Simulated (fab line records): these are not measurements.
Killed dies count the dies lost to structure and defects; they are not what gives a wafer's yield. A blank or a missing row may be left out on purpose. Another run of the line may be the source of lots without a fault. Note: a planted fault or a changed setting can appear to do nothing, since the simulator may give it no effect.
fab line records	flow n5Finfet
record: lots: 12	wafers: 36	lastDay: 20
route steps=1938 shown ILD0@338 TV_LITHO@1886 PAD_METAL@1893 PASSIVATION@1936
lots that met no fault: taken from a fault-free run of the same line
startH: the number of hours between the record's first day and the start of the first shown wafer of the lot	waitH: hours since the lot's step before	" as in the row above	L1.1+2: several wafers, shown together as one row	- no value present, or no start provided	* or withheld: withheld	< > ~ a bound
route shown NAME@n: names a module that has steps shown in the file, with the first one's number in the route	usual: mean and standard deviation over wafers with no fault	same: alike in all rows	chamber/n: place in a boat	sites: each site's reading	_std_site: their standard deviation	_edge_site: mean of outer sites minus mean of inner sites	radiusMm: how far each site lies from the wafer's centre	mask NAME#n: copy n	behind: the tool/chamber that last shaped the wafer	hold: why the lot went on hold/how many hours it stayed there/how the hold came to an end	device: whichever transistor did not switch (one of n, p or np)	end of line: tests run on the same wafers once the route is complete	a step with no rows: only its recipe	killed: at the first sort, the dies lost to defects and structure; wafer yield is something else	map: per-die view of a wafer (x killed, . not killed, _ where there is no die)
set.NAME: the run value of the setting; set.NAME@STEP: its run value at that earlier step	model.NAME: the simulator's own value behind a step, which no gauge read
a sample of lots followed through the steps of the route, with each step as a table and each wafer as a row
services: when a tool's chamber went out of use (startH, in hours from the record's first day, below 0 if earlier), for how many hours, and the reason
== steps ==
step: N5_ILD0_CMP_03
recipe: stopOn: SiNx	tOverpolishS: 1.9	postCmpClean: alkalineBrush	downForcePsi: 4.1491	platenRpm: 51.796	padVelocityMS: 1.0306	targetThkNm: 197.38
usual: headPressurePsi: 4.150/0.0089	motorCurrentA: 12.0/1.4	overpolishRunS: 1.901/0.0097	slurryFilterDpKPa: 13.50/0.14	timeToEndpointS: 68.4/2.9
lot.wafer	tool	chamber	startH	waitH	headPressurePsi	motorCurrentA	overpolishRunS	slurryFilterDpKPa	timeToEndpointS
L470.4	cmp-04	2	61.92	0.1	4.149	11.2	1.881	13.47	64.6
L470.1	"	3	"	"	4.145	12.0	1.900	13.37	62.8
L470.6	"	0	"	"	4.152	9.9	1.896	13.63	64.7
L471.4	cmp-04	3	68.11	0.1	4.154	12.6	1.910	13.40	69.3
L471.1	"	0	"	"	4.149	9.9	1.903	13.46	69.8
L471.5	"	2	"	"	4.152	11.1	1.904	13.54	70.0
L472.2	cmp-04	0	76.28	0.1	4.149	10.3	1.911	13.47	68.9
L472.3	"	1	"	"	4.168	13.2	1.899	13.88	65.4
L472.5	"	2	"	"	4.146	10.7	1.907	13.41	69.4
L473.1	cmp-04	1	81.27	0.1	4.158	13.7	1.906	13.41	63.0
L473.4	"	2	"	"	4.143	11.0	1.886	13.45	66.8
L473.5	"	1	"	"	4.157	13.3	1.896	13.60	64.2
L474.4	cmp-04	1	84.00	0.0	4.153	14.3	1.906	13.35	64.5
L474.1	"	2	"	"	4.152	10.8	1.906	13.37	65.6
L474.6	"	1	"	"	4.153	13.7	1.885	13.77	65.1
L485.3	cmp-01	2	153.67	0.1	4.175	10.2	1.901	13.42	71.9
L485.4	"	0	"	"	4.143	12.1	1.896	13.57	69.8
L485.6	"	1	"	"	4.139	12.7	1.900	13.21	71.7
L484.4	cmp-04	2	154.01	0.0	4.128	11.3	1.899	13.67	72.8
L484.1	"	0	"	"	4.158	9.9	1.899	13.18	72.0
L484.6	"	3	"	"	4.159	12.8	1.896	13.68	73.5
L486.1	cmp-02	2	158.95	0.1	4.154	12.0	1.901	13.38	67.5
L486.6	"	1	"	"	4.145	14.7	1.887	13.72	72.4
L486.5	"	2	"	"	4.145	11.9	1.925	13.50	71.3
L487.2	cmp-04	1	166.02	0.0	4.134	13.7	1.911	13.47	64.2
L487.4	"	2	"	"	4.159	11.1	1.897	13.63	66.5
L487.3	"	3	"	"	4.148	12.0	1.893	13.62	69.9
L491.3	cmp-04	0	189.25	0.1	4.141	9.7	1.893	13.35	68.8
L491.1	"	1	"	"	4.157	13.9	1.892	13.66	69.1
L491.6	"	3	"	"	4.155	12.5	1.913	13.80	64.8
L492.4	cmp-02	3	195.42	0.1	4.142	13.1	1.907	13.61	69.1
L492.2	"	1	"	"	4.145	14.1	1.901	13.52	68.8
L492.6	"	2	"	"	4.144	11.1	1.907	13.63	67.6
L493.1	cmp-02	1	218.81	0.2	4.148	15.4	1.911	13.60	67.6
L493.2	"	2	"	"	4.126	11.8	1.894	13.54	70.3
L493.5	"	0	"	"	4.160	11.6	1.906	13.52	67.7
step: N5_PASSIVATION_DESCUM_12
recipe: chemistry: O2	timeS: 7.9	sourcePowerW: 50	biasPowerW: 20	pressureMtorr: 20	rfFrequencyHz: 2.712e+07	tempC: 40	o2FlowSccm: 225
usual: drypumpMotorCurrentA: 5.7/0.53	oesProductAu: 0.78/0.077	rfVppV: 242.8/1.2	showerheadPlenumPTorr: 2.08/0.063	throttleValvePct: 20.32/0.2
lot.wafer	tool	chamber	startH	waitH	drypumpMotorCurrentA	oesProductAu	rfHoursCounterH	rfVppV	showerheadPlenumPTorr	throttleValvePct
L470.1	rieDiel-06	2	303.87	0.0	6.6	0.96	10	242.5	2.06	20.35
L470.4	"	0	"	"	6.2	0.98	5	242.3	2.06	19.89
L470.6	"	1	"	"	5.2	0.77	-	242.6	2.02	20.46
L471.1	rieDiel-05	0	317.47	0.0	5.0	0.73	194	244.5	2.16	20.29
L471.4	"	1	"	"	6.0	0.72	191	242.8	2.08	20.23
L471.5	"	1	"	"	6.0	0.72	-	242.0	2.08	20.24
L472.2	rieDiel-06	1	317.63	0.0	5.3	0.76	134	242.7	2.02	20.48
L472.3	"	2	"	"	6.6	0.94	15	242.8	2.06	20.37
L472.5	"	1	"	"	5.2	0.77	-	243.1	2.02	20.49
L474.1	rieDiel-05	2	331.25	0.0	5.3	0.86	71	242.8	2.03	20.26
L474.4	"	1	"	"	6.0	0.71	195	243.0	2.08	20.22
L474.6	"	0	"	"	5.0	0.73	-	245.0	2.16	20.28
L473.1	rieDiel-02	3	336.42	0.0	4.7	0.78	111	241.5	2.01	20.14
L473.4	"	0	"	"	5.8	0.77	139	241.7	2.11	20.14
L473.5	"	2	"	"	6.1	0.77	-	243.1	2.11	20.59
L485.3	rieDiel-05	3	374.06	0.1	5.8	0.71	201	245.2	2.18	20.25
L485.4	"	2	"	"	5.3	0.84	83	243.8	2.02	20.30
L485.6	"	2	"	"	5.3	0.83	-	243.2	2.02	20.29
L484.1	rieDiel-05	2	390.78	0.2	5.3	0.83	87	242.5	2.02	20.29
L484.4	"	3	"	"	5.8	0.71	207	245.8	2.17	20.25
L484.6	"	0	"	"	5.0	0.72	-	242.8	2.16	20.32
L486.1	rieDiel-02	1	403.70	0.3	6.4	0.80	99	245.7	2.21	20.48
L486.5	"	1	"	"	6.4	0.81	-	244.8	2.21	20.46
L486.6	"	0	"	"	5.7	0.75	-	241.5	2.10	20.18
L487.2	rieDiel-06	3	406.29	0.0	5.8	0.73	177	241.1	2.01	20.72
L487.3	"	0	"	"	6.2	0.91	30	244.3	2.05	19.94
L487.4	"	2	"	"	6.5	0.88	44	242.1	2.05	20.39
L492.2	rieDiel-02	0	435.45	0.3	5.7	0.74	166	243.2	2.10	20.18
L492.4	"	3	"	"	4.7	0.75	140	241.1	2.00	20.16
L492.6	"	0	"	"	5.8	0.75	-	243.3	2.10	20.18
L491.1	rieDiel-05	2	435.53	0.4	5.3	0.81	100	241.3	2.02	20.31
L491.3	"	0	"	"	5.0	0.72	227	243.6	2.15	20.33
L491.6	"	0	"	"	5.0	0.71	-	243.2	2.15	20.33
L493.1	rieDiel-06	0	461.53	1.0	6.2	0.87	44	242.7	2.04	19.95
L493.2	"	1	"	"	5.2	0.74	180	242.3	2.01	20.54
L493.5	"	1	"	"	5.2	0.74	-	241.4	2.01	20.54
step: N5_PASSIVATION_DEGAS_18
recipe: ambient: vacuum	tempC: 300	timeS: 60
usual: heaterPowerW: 460/27	susceptorTempC: 299.99/0.17
lot.wafer	tool	chamber	startH	waitH	heaterPowerW	susceptorTempC
L470.1	pvdSputter-03	-	305.11	0.7	458	300.17
L470.4	"	-	"	"	414	300.04
L470.6	"	-	"	"	449	300.08
L471.1	pvdSputter-03	-	318.30	0.3	454	299.68
L471.4	"	-	"	"	445	299.94
L471.5	"	-	"	"	485	300.20
L472.2	pvdSputter-02	-	318.48	0.3	456	299.98
L472.3	"	-	"	"	487	299.61
L472.5	"	-	"	"	498	299.89
L474.1	pvdSputter-01	-	332.63	0.8	411	300.00
L474.4	"	-	"	"	465	300.00
L474.6	"	-	"	"	481	299.76
L473.1	pvdSputter-02	-	337.27	0.3	496	300.12
L473.4	"	-	"	"	446	300.25
L473.5	"	-	"	"	470	300.29
L485.3	pvdSputter-03	-	374.66	0.1	414	299.77
L485.4	"	-	"	"	463	299.77
L485.6	"	-	"	"	411	300.28
L484.1	pvdSputter-01	-	391.94	0.6	474	299.94
L484.4	"	-	"	"	446	299.84
L484.6	"	-	"	"	405	299.94
L486.1	pvdSputter-03	-	404.29	0.0	438	300.14
L486.5	"	-	"	"	458	300.14
L486.6	"	-	"	"	418	299.88
L487.2	pvdSputter-02	-	407.14	0.3	478	300.14
L487.3	"	-	"	"	498	300.17
L487.4	"	-	"	"	449	300.08
L492.2	pvdSputter-02	-	436.37	0.4	485	300.25
L492.4	"	-	"	"	491	300.02
L492.6	"	-	"	"	481	299.94
L491.1	pvdSputter-02	-	436.83	0.8	473	300.06
L491.3	"	-	"	"	491	300.00
L491.6	"	-	"	"	452	300.14
L493.1	pvdSputter-01	-	462.74	0.7	455	299.94
L493.2	"	-	"	"	406	299.97
L493.5	"	-	"	"	449	299.88
step: N5_PASSIVATION_PROBE_49
usual: killed_at_M0_to_M3: 36/11	killed_at_M4_up: 14/5.6	killedAtContacts: 11/5.6	killedAtFrontEnd: 40/12	killedAtOther: 4/3.2	killedDies: 105/17	killedOnRim: 14/3.4	killedOpen: 69/12	killedShort: 34/8.4
same: grossDies: 1180	killedAtBackSide: 0
lot.wafer	tool	chamber	startH	waitH	killed_at_M0_to_M3	killed_at_M4_up	killedAtContacts	killedAtFrontEnd	killedAtOther	killedDies	killedOnRim	killedOpen	killedShort
L474.1	prober-01	-	339.11	0.0	18	4	9	447	1	479	62	36	25
L474.4	prober-01	-	339.26	0.2	26	8	2	466	1	503	61	40	36
L474.6	prober-01	-	339.36	0.3	18	9	5	430	4	466	58	51	17
L473.1	prober-01	-	345.18	0.0	19	11	11	452	3	496	65	51	25
L473.4	prober-01	-	345.33	0.2	21	6	7	450	3	487	65	38	21
L473.5	prober-01	-	345.38	0.2	28	8	7	431	3	477	68	43	21
killed by level:class
L474.1 ILD0:unspecified=418 FIN_SAQP:geometricParticle:short=13 BEOL_M2:geometricParticle:open=10 MOL_CONTACT_COAG:geometricParticle:open=9 GATE_CUT:geometricParticle:short=6 STARTING-WAFER:geometricParticle:open=4 FIN_SAQP:geometricParticle:open=3 BEOL_M0_SAQP:geometricParticle:short=3
L474.4 ILD0:unspecified=427 BEOL_M2:geometricParticle:open=11 FIN_SAQP:geometricParticle:open=8 FIN_SAQP:geometricParticle:short=8 BEOL_M2:geometricParticle:short=5 STI_FIN_REVEAL:geometricParticle:open=4 GATE_CUT:geometricParticle:short=4 STARTING-WAFER:geometricParticle:short=4
L474.6 ILD0:unspecified=398 BEOL_M2:geometricParticle:open=8 GATE_CUT:geometricParticle:short=7 FIN_SAQP:geometricParticle:open=6 STI_FIN_REVEAL:geometricParticle:open=5 MOL_CONTACT_COAG:geometricParticle:open=5 BEOL_M1:geometricParticle:open=4 DUMMY_GATE:geometricParticle:open=3
L473.1 ILD0:unspecified=420 FIN_SAQP:geometricParticle:short=13 MOL_CONTACT_COAG:geometricParticle:open=11 BEOL_M0_SAQP:geometricParticle:open=6 BEOL_M3:geometricParticle:open=5 BEOL_M4:geometricParticle:open=5 BEOL_M2:geometricParticle:open=4 STARTING-WAFER:geometricParticle:open=4
L473.4 ILD0:unspecified=427 FIN_SAQP:geometricParticle:open=7 STI_FIN_REVEAL:geometricParticle:open=7 MOL_CONTACT_COAG:geometricParticle:open=7 BEOL_M0_SAQP:geometricParticle:short=5 GATE_CUT:geometricParticle:short=4 BEOL_M0_SAQP:geometricParticle:open=4 BEOL_M1:geometricParticle:open=4
L473.5 ILD0:unspecified=412 BEOL_M2:geometricParticle:open=10 MOL_CONTACT_COAG:geometricParticle:open=7 BEOL_M0_SAQP:geometricParticle:open=7 BEOL_M0_SAQP:geometricParticle:short=5 FIN_SAQP:geometricParticle:open=3 FIN_SAQP:geometricParticle:short=3 BEOL_M3:geometricParticle:open=3
== services ==
tool	chamber	startH	hours	kind
cmp-04	-	38.31	4.0	pm
rieDiel-06	-	42.87	0.3	repair
rieDiel-05	0	46.17	9.6	repair
rieDiel-06	2	128.81	12.8	repair
cmp-04	-	139.07	3.9	pm
rieDiel-06	-	143.51	0.7	repair
cmp-04	-	148.99	0.9	repair
pvdSputter-03	-	164.50	2.8	repair
cmp-04	-	216.84	2.2	repair
cmp-04	-	233.82	0.3	repair
cmp-04	-	264.04	5.4	repair
rieDiel-05	1	268.62	5.2	repair
pvdSputter-02	-	295.39	5.2	repair
rieDiel-05	0	295.90	7.5	repair
rieDiel-05	-	311.94	4.3	pm
rieDiel-06	0	313.92	13.7	repair
cmp-04	-	316.71	4.0	pm
rieDiel-05	-	332.69	0.7	repair
pvdSputter-02	-	366.81	8.6	repair
rieDiel-06	0	386.48	5.5	repair
pvdSputter-02	-	396.80	1.1	repair
cmp-04	-	410.95	6.7	pm
rieDiel-05	3	426.73	15.0	repair
cmp-04	-	428.41	2.5	repair
== key ==
firstSign: step: N5_PASSIVATION_PROBE_49	reading: killedAtFrontEnd	direction: up	sigmas: 34	usual: 40	struck: 446
effect: step: N5_PASSIVATION_PROBE_49	reading: killedDies	direction: up	sigmas: 22	usual: 105	struck: 485
moreKillsBornAt: N5_ILD0_CMP_03@cmp-04: 2502
metAt N5_ILD0_CMP_03
struckLots L473,L474
testerLeftOut L473,L474
notActingAt N5_PASSIVATION_DESCUM_12,N5_PASSIVATION_DEGAS_18
onsetBetween 76.28 81.27
fault: kind: chamberParticleSource	tool: cmp-04	chamber: -	onsetH: 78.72	steps: N5_ILD0_CMP_03	ratePerVisitCm2: 0.86834	endH: 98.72
testerLeftOut: of these lots the tester's yield and bins aren't shown, on N5 and GAA mostly nor the transistor test; their killed dies are dies lost to structure and defects alone, not to doping, threshold or leakage, so they don't give the yield
